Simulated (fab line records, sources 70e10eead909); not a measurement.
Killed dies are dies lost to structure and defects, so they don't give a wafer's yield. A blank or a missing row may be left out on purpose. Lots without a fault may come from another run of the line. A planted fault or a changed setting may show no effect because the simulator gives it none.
Chamber matching | flow nand_harc | NHARC_THIN_TSV_ETCH_15 on rie_si-01: 4 sister chambers
The step target depth 3000 nm, bosch target overetch cycles 2, bosch etch step 2.8 s. 16 wafers are shown with their chamber, then 8 later ones without.

WAFERS WITH THEIR CHAMBER
wafer  | chamber | drypump_motor_current_A (A)
L077.1 | 2       | 6.1
L077.3 | 0       | 6.7
L077.6 | 0       | 6.7
L080.1 | 2       | 6.1
L080.2 | 3       | 5.2
L080.3 | 1       | 6.1
L080.4 | 0       | 6.7
L080.5 | 2       | 6.0
L080.6 | 1       | 6.1
L081.2 | 3       | 5.3
L081.3 | 1       | 6.1
L081.6 | 3       | 5.3
L087.2 | 2       | 6.1
L087.4 | 1       | 6.1
L087.5 | 3       | 5.2
L086.2 | 0       | 6.7

SIGNATURES (means of the wafers above)
reading                 | chamber 0 | chamber 1 | chamber 2 | chamber 3 | scatter within a chamber
drypump_motor_current_A | 6.700     | 6.100     | 6.075     | 5.250     | 0.0382
Rule: a wafer's distance from a chamber is the root of the sum, over the readings, of the square of ((its reading less the chamber's mean) divided by the reading's scatter). The wafer belongs to the nearest chamber; if the next one is less than 2 further off, it can't be placed. The scatter: the root of (the sum of the squares of (reading less its chamber's mean) over the shown wafers, divided by (wafers less chambers)).

WAFERS WITHOUT THEIR CHAMBER
wafer  | drypump_motor_current_A (A)
L086.3 | 6.1
L086.5 | 6.1
L088.1 | 5.3
L088.2 | 6.1
L088.6 | 5.3
L095.1 | 6.7
L095.2 | 5.3
L095.4 | 6.1

WHICH CHAMBER EACH WENT THROUGH
wafer  | from the rows above     | in truth
L086.3 | can't be placed: 1 or 2 | 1
L086.5 | can't be placed: 1 or 2 | 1
L088.1 | 3                       | 3
L088.2 | can't be placed: 1 or 2 | 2
L088.6 | 3                       | 3
L095.1 | 0                       | 0
L095.2 | 3                       | 3
L095.4 | can't be placed: 1 or 2 | 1
Placed correctly: 4 of 8. Can't be placed from these rows: 4 (the true chamber is among the candidates in 4). Placed wrongly: 0.
